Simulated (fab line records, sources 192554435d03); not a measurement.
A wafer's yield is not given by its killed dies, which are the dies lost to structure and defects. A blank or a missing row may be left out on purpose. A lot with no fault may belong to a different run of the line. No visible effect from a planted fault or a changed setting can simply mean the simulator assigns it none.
Struck lot and sound lot, side by side :: flow n5-finfet :: 40 steps out of a route of 1938
Sound: the wafers L294.1, L294.2, L294.3. Struck: wafer L304.6 (L304.2, L304.5, from the same lot, were not struck and are left out); the cause is given at the end.
Each step with rows lists, per side, the tool, then ch with its chambers, then its first start. Under that, the readings that differ: sound wafers :: struck wafers :: difference of the means :: sigmas: that difference in standard deviations of wafers without a fault.
alike: a reading whose means differ by less than 2 such deviations, as well as words and numbers matching on both sides. not compared: withheld readings; readings where some wafer has no value; bounds like >300 that might hide an equal value; numbers whose values overlap and for which the record gives no deviation.
A row with sigmas, a row that says differs or no value, or rows on one side alone: a step with any of these is where the two part. When numbers do not overlap yet have no deviation, they are printed without sigmas and do not part them. A reading that every wafer of one side lacks parts them only if that side has two wafers or more.

N5_MOL_CONTACT_COAG_CD_MEAS_99: target cd 17.2 nm.
  sound: cd-sem-01 at day 5 09:03; struck: cd-sem-03 at day 7 15:15
  alike: cd-nm
then, 6 steps without rows for these wafers: N5_MOL_CONTACT_COAG_IMPLANT_129; N5_MOL_CONTACT_COAG_PRECLEAN_111 (cleans in NF3:NH3, afs cycles 1, time 20 s, sublimation time 60 s); N5_MOL_CONTACT_COAG_TI_SIL_19 (material Ti, target thk 4.2 nm, time 15 s); N5_MOL_CONTACT_COAG_ALD_20 (deposits TiN, target thk 1.5 nm, pulse time 1 s, purge time 3 s); N5_MOL_CONTACT_COAG_SIL_ANNEAL_21 (time 60 s); N5_MOL_CONTACT_COAG_PRE_CLEAN_141 (time 60 s).
N5_MOL_CONTACT_COAG_SPUTTER_143: material Co, target thk 2.5 nm.
  sound: pvd-sputter-02 at day 5 11:08; struck: pvd-sputter-02 at day 7 19:09
  alike: substrate-temp-c, throttle-valve-pct
then, 1 step without rows for these wafers: N5_MOL_CONTACT_COAG_CO_FILL_22 (material Co, precursor CCTBA/H2, target thk 20 nm).
N5_MOL_CONTACT_COAG_ANNEAL_113: time 300 s.
  sound on rtp-anneal-02 ch 0, day 5 11:53; struck on rtp-anneal-01 ch 0, day 7 20:02
reading: lamp_zone_6_pct (%)
sound: 2.476 2.475 2.476
struck: 2.500
difference: +0.024
sigmas: +2
  alike: lamp-power-pct, lamp_zone_7_pct, wafer_temp_C_max
then, 1 step without rows for these wafers: N5_MOL_CONTACT_COAG_PRE_CLEAN_142 (time 60 s).
N5_MOL_CONTACT_COAG_SPUTTER_130: material Co, target thk 47.5 nm.
  sound: pvd-sputter-03 at day 5 13:30; struck: pvd-sputter-01 at day 7 21:19
  alike: substrate-temp-c, throttle-valve-pct
N5_MOL_CONTACT_COAG_PRECLEAN_125: cleans in DIW, time 57.5 s.
  sound on wet-bench-06 ch 0,4,5, day 5 13:38; struck on wet-bench-06 ch 6, day 7 21:26
  alike: temp-c
then, 6 steps without rows for these wafers: N5_MOL_CONTACT_COAG_SRD_126 (dry time 32 s); N5_MOL_CONTACT_COAG_CMP_23 (polishes, stops on SiO2, t overpolish 1.5 s, target thk 0 nm); N5_MOL_CONTACT_COAG_WET_ETCH_26 (target Co, target depth 13 nm); N5_MOL_CONTACT_COAG_WET_ETCH_116 (etches the open film in SC1-inhibited, target depth 4.6 nm, rinse time 30 s); N5_MOL_CONTACT_COAG_ALD_27 (deposits SiOC, target thk 17 nm, pulse time 1.5 s, time 2720 s); N5_MOL_CONTACT_COAG_CMP_28 (polishes, stops on SiNx, t overpolish 0.85 s, target thk 14.522 nm).
N5_MOL_CONTACT_COAG_THK_MEAS_29:
  sound: film-metro-01 at day 5 17:08; struck: film-metro-01 at day 8 00:15
  alike: MD_CAP_THK
then, 11 steps without rows for these wafers: N5_MOL_CONTACT_COAG_ALD_123 (deposits SiNx, target thk 5 nm, pulse time 1 s, purge time 2 s); N5_MOL_CONTACT_COAG_PECVD_31 (deposits SiO2 from TEOS/O2, target thk 46 nm, time 8.9 s); N5_MOL_CONTACT_COAG_COAT_75 (time 60 s, resist thk 60 nm); N5_MOL_CONTACT_COAG_COAT_76 (time 60 s, resist thk 10 nm); N5_MOL_CONTACT_COAG_COAT_77 (time 60 s, resist thk 10 nm); N5_MOL_CONTACT_COAG_COAT_78 (resist thk 40 nm); N5_MOL_CONTACT_COAG_EBR_80; N5_MOL_CONTACT_COAG_SOFTBAKE_79 (time 60 s); N5_MOL_CONTACT_COAG_EXPOSE_81 (exposes mask VG, defocus 0 nm); N5_MOL_CONTACT_COAG_PEB_82 (peb time 60 s); N5_MOL_CONTACT_COAG_DEVELOP_83 (develop time 30 s).
N5_MOL_CONTACT_COAG_CD_MEAS_84: target cd 25.1 nm.
  sound on cd-sem-03 ch 0, day 5 18:01; struck on cd-sem-03 ch 0, day 8 01:16
  alike: cd-nm
N5_MOL_CONTACT_COAG_OVL_MEAS_85:
  sound on overlay-01 ch 0, day 5 18:02; struck on overlay-01 ch 0, day 8 01:17
  alike: VG_OVL
N5_MOL_CONTACT_COAG_DESCUM_88: chemistry O2, time 7 s.
  sound on rie-diel-01 ch 1,2,3, day 5 18:08; struck on rie-diel-02 ch 3, day 8 01:23
reading: drypump-motor-current-A (A)
sound: 6.1 5.6 6.2
struck: 4.9
difference: -1.1
sigmas: -2
  alike: chamber-pressure-mTorr, oes-product-au, rf-vpp-V, showerhead-plenum-p-Torr, temp-c, throttle-valve-pct
  not compared: rf-hours-counter-h
then, 2 steps without rows for these wafers: N5_MOL_CONTACT_COAG_ETCH_89 (etches underlayer in N2/H2, target depth 13 nm, time 10.4 s); N5_MOL_CONTACT_COAG_ETCH_90 (etches SiARC in CF4, target depth 13 nm, time 21.7 s).
N5_MOL_CONTACT_COAG_ALD_131: deposits SiO2, target thk 5 nm, pulse time 1 s, co reactant pulse time 1 s.
  sound on ald-sin-03 ch 0,1,2, day 5 18:17; struck on ald-sin-01 ch 2, day 8 01:59
  alike: chamber-pressure-Torr, heater-power-w, precursor-pulse-height-rel
then, 2 steps without rows for these wafers: N5_MOL_CONTACT_COAG_ETCHBACK_132 (etches SiO2 in CHF3, target depth 10 nm, time 6.7 s); N5_MOL_CONTACT_COAG_ETCH_91 (etches SOC in N2/H2, target depth 60 nm, overetch 21 nm, time 101.2 s).
-- record jumps: 7 days separate the struck wafers' starts on either side; left off in module MOL_CONTACT_COAG, taken up again in module PASSIVATION, whose first shown step is the route's number 1936 --
N5_PASSIVATION_PROBE_49:
  rows exist in the record for the struck wafers here (prober-02, day 15 12:10), but not for the sound ones

== WHERE THEY PART ==
First at N5_MOL_CONTACT_COAG_ANNEAL_113; last, within this record, at N5_PASSIVATION_PROBE_49.

WHY: the cause the simulator had injected
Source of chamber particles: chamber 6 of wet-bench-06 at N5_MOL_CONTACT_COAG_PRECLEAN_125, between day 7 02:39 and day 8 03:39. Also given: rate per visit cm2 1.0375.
